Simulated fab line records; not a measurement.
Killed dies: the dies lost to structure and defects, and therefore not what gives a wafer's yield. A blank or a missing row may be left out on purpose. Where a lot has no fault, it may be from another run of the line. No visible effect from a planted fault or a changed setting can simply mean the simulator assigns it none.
What tool caused it? -- flow nand-harc -- 72 wafers from 24 lots sampled at 6 of the route's 1302 steps

## WHAT EACH GAUGE READ, for each wafer
Not one reading of a measure or inspect step in the record can be checked against a usual standard deviation.

## TOOL THAT RAN EACH LOT (tool first, then ch and the chambers of the sampled wafers, then the start)
lot,NHARC_P_M1_DEP_33,NHARC_P_M2_DESCUM_14,NHARC_P_M2_ETCH_15,NHARC_P_M2_DEGAS_29,NHARC_P_M2_PVD_20,NHARC_P_M2_PRE_CLEAN_32
L074,"pecvd-04 ch 0,1,2, day 6 13:37","rie-diel-09 ch 2,3, day 6 14:54","rie-diel-09 ch 2,3, day 6 16:02 or earlier","pvd-sputter-03, day 6 16:02","pvd-sputter-03, day 6 17:40 or earlier","pecvd-04 ch 0,2, day 6 17:40"
L075,"pecvd-03 ch 1,2, day 6 16:17","rie-diel-09 ch 0,2,3, day 6 17:34","rie-diel-09 ch 0,2,3, day 6 18:35 or earlier","pvd-sputter-02, day 6 18:35","pvd-sputter-02, day 6 20:13 or earlier","pecvd-04 ch 1,2, day 6 20:13"
L076,"pecvd-04 ch 1,2, day 7 03:58","rie-diel-11 ch 1,3, day 7 05:14","rie-diel-11 ch 1,3, day 7 06:22 or earlier","pvd-sputter-03, day 7 06:22","pvd-sputter-03, day 7 08:01 or earlier","pecvd-03 ch 1,2, day 7 08:01"
L077,"pecvd-01 ch 0,1,2, day 7 17:37","rie-diel-11 ch 0,1,3, day 7 18:55","rie-diel-11 ch 0,1,3, day 7 19:59 or earlier","pvd-sputter-02, day 7 19:59","pvd-sputter-02, day 7 21:36 or earlier","pecvd-01 ch 0,1,2, day 7 21:36"
L078,"pecvd-01 ch 0,1,2, day 7 20:00","rie-diel-11 ch 0,1, day 7 21:26","rie-diel-11 ch 1,3, day 7 22:34 or earlier","pvd-sputter-02, day 7 22:34","pvd-sputter-02, day 8 00:11 or earlier","pecvd-04 ch 0,1, day 8 00:11"
L079,"pecvd-01 ch 0,1,2, day 8 11:22","rie-diel-09 ch 2,3, day 8 12:49","rie-diel-09 ch 0,1,2, day 8 13:55 or earlier","pvd-sputter-03, day 8 13:55","pvd-sputter-03, day 8 15:32 or earlier","pecvd-03 ch 0,1, day 8 15:32"
L080,"pecvd-04 ch 0,1,2, day 8 23:14","rie-diel-11 ch 0,1,3, day 9 00:32","rie-diel-11 ch 0,1,2, day 9 01:33 or earlier","pvd-sputter-03, day 9 01:33","pvd-sputter-03, day 9 03:13 or earlier","pecvd-04 ch 0,1,2, day 9 03:13"
L081,"pecvd-01 ch 0,1, day 9 01:48","rie-diel-06 ch 0,1,2, day 9 03:05","rie-diel-06 ch 1,2,3, day 9 04:10 or earlier","pvd-sputter-02, day 9 04:10","pvd-sputter-02, day 9 05:49 or earlier","pecvd-04 ch 0,1,2, day 9 05:49"
L082,"pecvd-04 ch 0,2, day 9 19:23","rie-diel-06 ch 1,2, day 9 20:46","rie-diel-06 ch 2,3, day 9 21:47 or earlier","pvd-sputter-01, day 9 21:47","pvd-sputter-01, day 9 23:25 or earlier","pecvd-03 ch 0,1,2, day 9 23:25"
L083,"pecvd-04 ch 0,1,2, day 9 22:44","rie-diel-11 ch 0,3, day 10 00:11","rie-diel-11 ch 0,2, day 10 01:11 or earlier","pvd-sputter-01, day 10 01:11","pvd-sputter-01, day 10 02:49 or earlier","pecvd-01 ch 0,1,2, day 10 02:49"
L084,"pecvd-04 ch 0,1,2, day 10 18:30","rie-diel-06 ch 0,2,3, day 10 19:55","rie-diel-06 ch 1,2,3, day 10 20:56 or earlier","pvd-sputter-03, day 10 20:56","pvd-sputter-03, day 10 22:36 or earlier","pecvd-01 ch 0,1,2, day 10 22:36"
L085,"pecvd-04 ch 1,2, day 10 23:56","rie-diel-11 ch 1,3, day 11 01:23","rie-diel-11 ch 0,1, day 11 02:29 or earlier","pvd-sputter-01, day 11 02:29","pvd-sputter-01, day 11 04:13 or earlier","pecvd-01 ch 0,1,2, day 11 04:13"
L086,"pecvd-04 ch 1,2, day 11 05:31","rie-diel-06 ch 0,1,2, day 11 06:47","rie-diel-06 ch 0,3, day 11 07:47 or earlier","pvd-sputter-03, day 11 07:47","pvd-sputter-03, day 11 09:26 or earlier","pecvd-04 ch 1,2, day 11 09:26"
L087,"pecvd-01 ch 0,1, day 12 12:01","rie-diel-09 ch 0,2, day 12 13:23","rie-diel-09 ch 1,2, day 12 14:30 or earlier","pvd-sputter-02, day 12 14:30","pvd-sputter-02, day 12 16:20 or earlier","pecvd-03 ch 0,2, day 12 16:20"
L089,"pecvd-03 ch 0,1,2, day 12 12:05","rie-diel-06 ch 1,2,3, day 12 13:23","rie-diel-06 ch 0,2,3, day 12 14:24 or earlier","pvd-sputter-03, day 12 14:24","pvd-sputter-03, day 12 16:01 or earlier","pecvd-01 ch 0,1,2, day 12 16:01"
L088,"pecvd-01 ch 0,1,2, day 12 13:20","rie-diel-09 ch 0,1,2, day 12 14:46","rie-diel-09 ch 0,2, day 12 15:50 or earlier","pvd-sputter-01, day 12 15:50","pvd-sputter-01, day 12 17:26 or earlier","pecvd-01 ch 0,2, day 12 17:26"
L090,"pecvd-01 ch 0,1, day 13 05:46","rie-diel-11 ch 1,2, day 13 07:05","rie-diel-11 ch 0,3, day 13 08:10 or earlier","pvd-sputter-01, day 13 08:10","pvd-sputter-01, day 13 10:04 or earlier","pecvd-01 ch 0,2, day 13 10:04"
L091,"pecvd-01 ch 0,1, day 13 10:34","rie-diel-09 ch 0,1,2, day 13 11:59","rie-diel-09 ch 0,1,3, day 13 13:07 or earlier","pvd-sputter-03, day 13 13:07","pvd-sputter-03, day 13 14:46 or earlier","pecvd-04 ch 1,2, day 13 14:46"
L092,"pecvd-03 ch 0,1, day 14 04:34","rie-diel-09 ch 1,2,3, day 14 05:56","rie-diel-09 ch 0,2,3, day 14 06:57 or earlier","pvd-sputter-02, day 14 06:57","pvd-sputter-02, day 14 08:37 or earlier","pecvd-03 ch 0,1, day 14 08:37"
L093,"pecvd-04 ch 0,1,2, day 14 15:05","rie-diel-11 ch 0,2, day 14 16:23","rie-diel-11 ch 0,3, day 14 17:23 or earlier","pvd-sputter-02, day 14 17:23","pvd-sputter-02, day 14 19:01 or earlier","pecvd-04 ch 0,2, day 14 19:01"
L094,"pecvd-04 ch 1,2, day 14 22:25","rie-diel-06 ch 0,1,2, day 14 23:50","rie-diel-06 ch 0,2,3, day 15 00:52 or earlier","pvd-sputter-01, day 15 00:52","pvd-sputter-01, day 15 02:29 or earlier","pecvd-01 ch 0,1,2, day 15 02:29"
L095,"pecvd-03 ch 0,1,2, day 15 10:24","rie-diel-09 ch 0,1, day 15 11:48","rie-diel-09 ch 0,1,3, day 15 12:49 or earlier","pvd-sputter-02, day 15 12:49","pvd-sputter-02, day 15 14:31 or earlier","pecvd-04 ch 0,1, day 15 14:31"
L096,"pecvd-01 ch 0,1,2, day 15 13:33","rie-diel-11 ch 0,2,3, day 15 15:01","rie-diel-11 ch 0,1,2, day 15 16:02 or earlier","pvd-sputter-01, day 15 16:02","pvd-sputter-01, day 15 17:40 or earlier","pecvd-04 ch 1,2, day 15 17:40"
L097,"pecvd-04 ch 0,2, day 16 01:39","rie-diel-09 ch 0,3, day 16 03:05","rie-diel-09 ch 0,1,3, day 16 04:07 or earlier","pvd-sputter-03, day 16 04:07","pvd-sputter-03, day 16 05:44 or earlier","pecvd-03 ch 0,2, day 16 05:44"
- NHARC_P_M1_DEP_33: deposits SiCN, target thk 30 nm.
- NHARC_P_M2_DESCUM_14: chemistry O2, time 3 s.
- NHARC_P_M2_ETCH_15: etches the open film in C4F8/Ar, target depth 182.5 nm, time 91.2 s.
- NHARC_P_M2_DEGAS_29: time 60 s.
- NHARC_P_M2_PVD_20: deposits TaN, target thk 5 nm, time 8.06 s.
- NHARC_P_M2_PRE_CLEAN_32: time 12 s.

## WHAT THE TOOLS THEMSELVES READ (means of the sampled wafers that have a number; where no wafer has one, the mark that the record gives instead)
NHARC_P_M1_DEP_33.
lot,tool,heater-power-outer-w (W),heater-power-w (W)
L074,pecvd-04,305,565
L075,pecvd-03,286,550
L076,pecvd-04,330,574
L077,pecvd-01,348,615
L078,pecvd-01,343,604
L079,pecvd-01,356,626
L080,pecvd-04,295,546
L081,pecvd-01,324,574
L082,pecvd-04,280,565
L083,pecvd-04,295,556
L084,pecvd-04,290,545
L085,pecvd-04,335,583
L086,pecvd-04,357,600
L087,pecvd-01,337,562
L089,pecvd-03,304,579
L088,pecvd-01,349,620
L090,pecvd-01,366,602
L091,pecvd-01,334,607
L092,pecvd-03,312,571
L093,pecvd-04,283,543
L094,pecvd-04,358,604
L095,pecvd-03,328,604
L096,pecvd-01,373,657
L097,pecvd-04,220,486

NHARC_P_M2_DESCUM_14.
lot,tool,drypump-motor-current-A (A),oes-product-au (a.u.),rf-vpp-V (V),showerhead-plenum-p-Torr (Torr),throttle-valve-pct (%)
L074,rie-diel-09,5.6,1.004,58.0,1.83,11.318
L075,rie-diel-09,6.0,1.011,58.0,1.91,11.307
L076,rie-diel-11,5.8,1.014,57.9,1.97,11.306
L077,rie-diel-11,5.7,1.015,58.6,1.91,11.301
L078,rie-diel-11,5.8,1.005,58.2,1.91,11.313
L079,rie-diel-09,5.6,1.002,57.1,1.83,11.311
L080,rie-diel-11,5.7,1.003,57.2,1.91,11.312
L081,rie-diel-06,5.5,1.011,57.6,2.01,11.319
L082,rie-diel-06,5.8,0.998,58.6,2.03,11.311
L083,rie-diel-11,5.6,1.004,57.7,1.85,11.314
L084,rie-diel-06,5.3,1.006,58.6,2.01,11.311
L085,rie-diel-11,5.6,1.005,57.1,1.91,11.302
L086,rie-diel-06,5.5,1.003,57.6,2.01,11.305
L087,rie-diel-09,6.1,1.011,58.3,1.96,11.308
L089,rie-diel-06,5.7,0.998,57.7,2.03,11.320
L088,rie-diel-09,6.0,1.004,57.9,1.92,11.313
L090,rie-diel-11,5.6,0.994,58.6,2.03,11.316
L091,rie-diel-09,6.0,0.997,58.1,1.92,11.313
L092,rie-diel-09,5.9,0.996,58.0,1.87,11.314
L093,rie-diel-11,5.3,0.982,58.9,1.98,11.315
L094,rie-diel-06,5.5,0.992,58.3,2.01,11.309
L095,rie-diel-09,6.4,1.002,58.4,2.00,11.311
L096,rie-diel-11,5.5,0.998,57.5,1.92,11.314
L097,rie-diel-09,6.4,0.996,57.4,1.93,11.310

NHARC_P_M2_ETCH_15.
lot,tool,oes-product-au (a.u.),rf-vpp-V (V)
L074,rie-diel-09,0.956,439.0
L075,rie-diel-09,0.971,440.5
L076,rie-diel-11,0.940,440.9
L077,rie-diel-11,0.938,441.8
L078,rie-diel-11,0.941,441.5
L079,rie-diel-09,0.939,441.6
L080,rie-diel-11,0.975,442.8
L081,rie-diel-06,0.926,443.4
L082,rie-diel-06,0.927,444.5
L083,rie-diel-11,0.931,443.3
L084,rie-diel-06,0.924,444.1
L085,rie-diel-11,0.938,440.8
L086,rie-diel-06,0.933,444.6
L087,rie-diel-09,0.956,440.8
L089,rie-diel-06,0.935,443.8
L088,rie-diel-09,0.966,443.4
L090,rie-diel-11,0.970,439.0
L091,rie-diel-09,0.920,441.9
L092,rie-diel-09,0.942,441.0
L093,rie-diel-11,0.925,439.4
L094,rie-diel-06,0.929,443.7
L095,rie-diel-09,0.970,442.5
L096,rie-diel-11,0.923,442.6
L097,rie-diel-09,0.967,442.3

NHARC_P_M2_DEGAS_29.
lot,tool,heater-power-w (W)
L074,pvd-sputter-03,311
L075,pvd-sputter-02,305
L076,pvd-sputter-03,304
L077,pvd-sputter-02,329
L078,pvd-sputter-02,303
L079,pvd-sputter-03,314
L080,pvd-sputter-03,301
L081,pvd-sputter-02,354
L082,pvd-sputter-01,371
L083,pvd-sputter-01,349
L084,pvd-sputter-03,299
L085,pvd-sputter-01,317
L086,pvd-sputter-03,305
L087,pvd-sputter-02,295
L089,pvd-sputter-03,313
L088,pvd-sputter-01,318
L090,pvd-sputter-01,343
L091,pvd-sputter-03,297
L092,pvd-sputter-02,357
L093,pvd-sputter-02,348
L094,pvd-sputter-01,323
L095,pvd-sputter-02,305
L096,pvd-sputter-01,321
L097,pvd-sputter-03,315

NHARC_P_M2_PVD_20.
lot,tool,throttle-valve-pct (%)
L074,pvd-sputter-03,28.3
L075,pvd-sputter-02,29.2
L076,pvd-sputter-03,28.5
L077,pvd-sputter-02,30.1
L078,pvd-sputter-02,30.3
L079,pvd-sputter-03,29.7
L080,pvd-sputter-03,28.5
L081,pvd-sputter-02,29.4
L082,pvd-sputter-01,30.0
L083,pvd-sputter-01,28.6
L084,pvd-sputter-03,30.0
L085,pvd-sputter-01,30.4
L086,pvd-sputter-03,28.9
L087,pvd-sputter-02,29.5
L089,pvd-sputter-03,29.2
L088,pvd-sputter-01,29.0
L090,pvd-sputter-01,30.3
L091,pvd-sputter-03,28.9
L092,pvd-sputter-02,29.4
L093,pvd-sputter-02,30.1
L094,pvd-sputter-01,29.3
L095,pvd-sputter-02,29.6
L096,pvd-sputter-01,29.2
L097,pvd-sputter-03,29.1

NHARC_P_M2_PRE_CLEAN_32.
lot,tool,heater-power-outer-w (W),heater-power-w (W)
L074,pecvd-04,304,598
L075,pecvd-04,398,670
L076,pecvd-03,320,611
L077,pecvd-01,379,659
L078,pecvd-04,271,562
L079,pecvd-03,347,620
L080,pecvd-04,333,607
L081,pecvd-04,352,641
L082,pecvd-03,359,633
L083,pecvd-01,368,640
L084,pecvd-01,396,681
L085,pecvd-01,361,635
L086,pecvd-04,358,594
L087,pecvd-03,396,713
L089,pecvd-01,376,647
L088,pecvd-01,396,698
L090,pecvd-01,378,681
L091,pecvd-04,374,634
L092,pecvd-03,327,591
L093,pecvd-04,324,597
L094,pecvd-01,395,657
L095,pecvd-04,354,628
L096,pecvd-04,333,571
L097,pecvd-03,419,711

## THE ANSWER, worked out from the rows above alone
Rule: usual is defined by the lots themselves. Put in order of their means at a reading, lots are off if they are a third of the lots or fewer, leave a main group of 4 or more, and stand apart from it by a gap of 3 or more times the standard deviation of the main group's means; of several such gaps the widest counts. If all means in a main group match to the digits the tables above print for the reading, that group is not used. Also off: a lot with no number at a reading for which 4 or more lots have one. All remaining lots with rows at the step are treated as sound. After the gauges, taken in route order, come the tools' own readings; for these a lot's mean is taken, as printed above. The first step at which some lot is off is used, and at that step the reading that is off furthest; a lot without a number counts as furthest.
No lot is off on any of the readings shown, so nothing can be concluded from this.

## WHAT WAS PUT IN BY THE SIMULATOR
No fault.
